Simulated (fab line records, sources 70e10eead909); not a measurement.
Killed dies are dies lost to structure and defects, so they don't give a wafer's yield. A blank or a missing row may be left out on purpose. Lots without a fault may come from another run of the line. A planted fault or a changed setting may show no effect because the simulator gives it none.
A struck lot beside a sound one | flow nand_harc | 14 steps out of a route of 1302
Sound: wafers L229.1, L229.5, L229.6. Struck: wafer L243.2. (L243.1, L243.4 of the same lot were not struck and are left out.) The cause comes at the end.
At each step with rows: each side's tool, then ch and its chambers, then its first start. Under that, the readings that differ: sound wafers | struck wafers | difference of the means | sigmas: that difference in standard deviations of wafers without a fault.
alike: readings whose means differ by less than 2 such deviations, and words and numbers that are the same on both sides. not compared: withheld readings, readings that some wafer has no value for, bounds like >300 that may hide the same value, and numbers for which the record gives no deviation and whose values overlap.
The two part at a step that has a row with sigmas, a row that says differs or no value, or rows on one side only. Numbers that don't overlap but have no deviation are shown without sigmas and don't part them. A reading that every wafer of one side lacks parts them only if that side has two wafers or more.

first, 8 steps without rows for these wafers: NHARC_A_BLC_COAT_02 (time 75 s); NHARC_A_BLC_COAT_03 (time 65 s); NHARC_A_BLC_COAT_04 (resist thk 90 nm); NHARC_A_BLC_SOFTBAKE_05 (time 55 s); NHARC_A_BLC_EBR_06; NHARC_A_BLC_EXPOSE_07 (exposes mask A BLC, target cd 100 nm); NHARC_A_BLC_PEB_08 (peb time 65 s); NHARC_A_BLC_DEVELOP_09 (develop time 35 s).
NHARC_A_BLC_CD_MEAS_10: target cd 100 nm.
  sound on cd_sem-02 ch 0, day 22 22:04; struck on cd_sem-01 ch 0, day 28 03:43
  alike: cd_nm
NHARC_A_BLC_OVL_MEAS_11:
  sound on overlay-01, day 22 22:08; struck on overlay-01, day 28 03:48
  alike: overlay_x_nm, overlay_y_nm
NHARC_A_BLC_INSPECT_12:
  sound on defect_inspect-02, day 22 22:11; struck on defect_inspect-01, day 28 03:50
  alike: raw_defect_count
NHARC_A_BLC_DESCUM_15: chemistry O2, time 3 s.
  sound on rie_diel-01 ch 1,2, day 22 22:14; struck on rie_diel-12 ch 0, day 28 03:54
  reading                         | sound             | struck | difference | sigmas
  oes_product_au (a.u.)           | 1.012 1.005 1.013 | 0.982  | -0.028     | -2
  showerhead_plenum_p_Torr (Torr) | 2.04 1.99 2.04    | 1.86   | -0.16      | -3
  alike: drypump_motor_current_A, rf_vpp_V, throttle_valve_pct
  not compared: rf_hours_counter_h
NHARC_A_BLC_ETCH_16: etches the open film in CF4, target depth 39 nm, time 65 s.
  sound on rie_diel-01 ch 0,1, day 22 22:20; struck on rie_diel-12 ch 2, day 28 03:59
  reading               | sound             | struck | difference | sigmas
  oes_product_au (a.u.) | 1.009 1.009 1.006 | 0.803  | -0.205     | -15
  alike: drypump_motor_current_A, rf_vpp_V, showerhead_plenum_p_Torr, throttle_valve_pct
  not compared: rf_hours_counter_h
NHARC_A_BLC_ETCH_17: etches the open film in N2/H2, target depth 390 nm, time 609.38 s.
  sound on rie_diel-01 ch 0,1,2; struck on rie_diel-12 ch 1
  reading                         | sound             | struck | difference | sigmas
  rf_vpp_V (V)                    | 433.8 427.5 434.5 | 427.3  | -4.6       | -2
  showerhead_plenum_p_Torr (Torr) | 2.12 1.94 2.18    | 1.91   | -0.17      | -2
  alike: drypump_motor_current_A, oes_product_au, throttle_valve_pct
  not compared: rf_hours_counter_h

WHERE THEY PART
First at NHARC_A_BLC_DESCUM_15; last, within this record, at NHARC_A_BLC_ETCH_17.

WHY: what the simulator had put in
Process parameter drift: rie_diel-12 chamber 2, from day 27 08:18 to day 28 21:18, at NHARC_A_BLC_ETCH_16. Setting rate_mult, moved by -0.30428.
